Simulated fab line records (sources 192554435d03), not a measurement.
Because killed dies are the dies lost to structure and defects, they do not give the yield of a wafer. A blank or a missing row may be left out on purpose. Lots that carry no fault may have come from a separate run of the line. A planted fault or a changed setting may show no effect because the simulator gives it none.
A lot that was struck, set against a sound lot / flow n5Finfet / 20 steps out of a route of 1938
Sound: these wafers, L638.1, L638.3, L638.5. Wafers L630.1, L630.3, L630.4 were the ones struck. The cause is named last.
Each step with rows lists, per side, the tool, then ch with its chambers, then its first start. Under that, the readings that differ: sound wafers / struck wafers / difference of the means / sigmas: that difference in standard deviations of wafers without a fault.
alike: a reading whose means differ by less than 2 such deviations, as well as words and numbers matching on both sides. not compared: withheld readings; readings where some wafer has no value; bounds like >300 that might hide an equal value; numbers whose values overlap and for which the record gives no deviation.
Wherever a step has rows on one side only, a row that says differs or no value, or a row with sigmas, the two part there. Numbers that have no deviation but don't overlap get no sigmas and don't part them. Lack of a reading on every wafer of one side parts them only where that side has two or more wafers.

first, 9 steps without rows for these wafers: N5_BEOL_M8_DESCUM_16 (chemistry O2, time 7.9 s); N5_BEOL_M8_ETCH_61 (etches SiARC in CF4, target depth 45.5 nm, time 75.8 s); N5_BEOL_M8_ETCH_62 (etches SOC in N2/H2, target depth 110 nm, overetch 22 nm, time 165 s); N5_BEOL_M8_STRIP_68 (strips in N2/H2); N5_BEOL_M8_STRIP_67 (strips in CF4); N5_BEOL_M8_HM_OPEN_17 (chemistry Cl2/BCl3, target TiN, target depth 20 nm, overetch 6 nm); N5_BEOL_M8_STRIP_19 (strips in O2); N5_BEOL_M8_COAT_63 (time 60 s, resist thk 60 nm); N5_BEOL_M8_COAT_64 (time 60 s, resist thk 12 nm).
N5_BEOL_M8_COAT_71: time 60 s, resist thk 5 nm.
  sound on lithoTrack-05 ch 0, day 16 21:08; struck on lithoTrack-04 ch 0, day 13 07:20
reading=spinSpeedRpm (rpm); sound=1499.5 1499.8 1498.8; struck=1445.5 1444.7 1446.0; difference=-54.0; sigmas=-49
  alike: dispensePressureKPa
then, 7 steps without rows for these wafers: N5_BEOL_M8_COAT_22 (resist thk 30 nm); N5_BEOL_M8_EBR_24; N5_BEOL_M8_SOFTBAKE_23 (time 60 s); N5_BEOL_M8_EXPOSE_25 (exposes mask V7, target cd 40 nm); N5_BEOL_M8_PEB_26 (peb time 60 s); N5_BEOL_M8_DEVELOP_27 (develop time 30 s); N5_BEOL_M8_DESCUM_33 (chemistry O2, time 7 s).
N5_BEOL_M8_ETCH_72: etches underlayer in N2/H2, target depth 6.5 nm, time 5.2 s.
  sound on rieDiel-05 ch 0,2,3, day 16 21:37; struck on rieDiel-06 ch 0,1, day 13 07:54
reading=model.etch.depthNm (nm); sound=4.996 5.017 4.98; struck=5.079 5.086 5.085; difference=+0.086; sigmas=
  alike: drypumpMotorCurrentA, etchRfOnTimeS, h2FlowSccm, oesProductAu, rfVppV, showerheadPlenumPTorr, throttleValvePct
  not compared: rfHoursCounterH
then, 1 step without rows for these wafers: N5_BEOL_M8_ETCH_65 (etches SiARC in CF4, target depth 15.6 nm, time 26 s).
-- the record jumps here: 3 days lie between the struck wafers' starts before and after (it left off in module BEOL_M8 and takes up again in module PASSIVATION, whose first step shown is number 1936 of the route) --
N5_PASSIVATION_PROBE_49:
  sound on prober-02, day 20 04:23; struck on prober-01, day 16 03:46
reading=killedAtFrontEnd; sound=20 38 29; struck=42 69 44; difference=+23; sigmas=+2
  alike: killed_at_M0_to_M3, killed_at_M4_up, killedAtContacts, killedAtOther, killedDies, killedOpen, killedShort

WHERE THEY PART
Earliest at N5_BEOL_M8_COAT_71; latest, in this record, at N5_PASSIVATION_PROBE_49.

WHY: what had been put in by the simulator
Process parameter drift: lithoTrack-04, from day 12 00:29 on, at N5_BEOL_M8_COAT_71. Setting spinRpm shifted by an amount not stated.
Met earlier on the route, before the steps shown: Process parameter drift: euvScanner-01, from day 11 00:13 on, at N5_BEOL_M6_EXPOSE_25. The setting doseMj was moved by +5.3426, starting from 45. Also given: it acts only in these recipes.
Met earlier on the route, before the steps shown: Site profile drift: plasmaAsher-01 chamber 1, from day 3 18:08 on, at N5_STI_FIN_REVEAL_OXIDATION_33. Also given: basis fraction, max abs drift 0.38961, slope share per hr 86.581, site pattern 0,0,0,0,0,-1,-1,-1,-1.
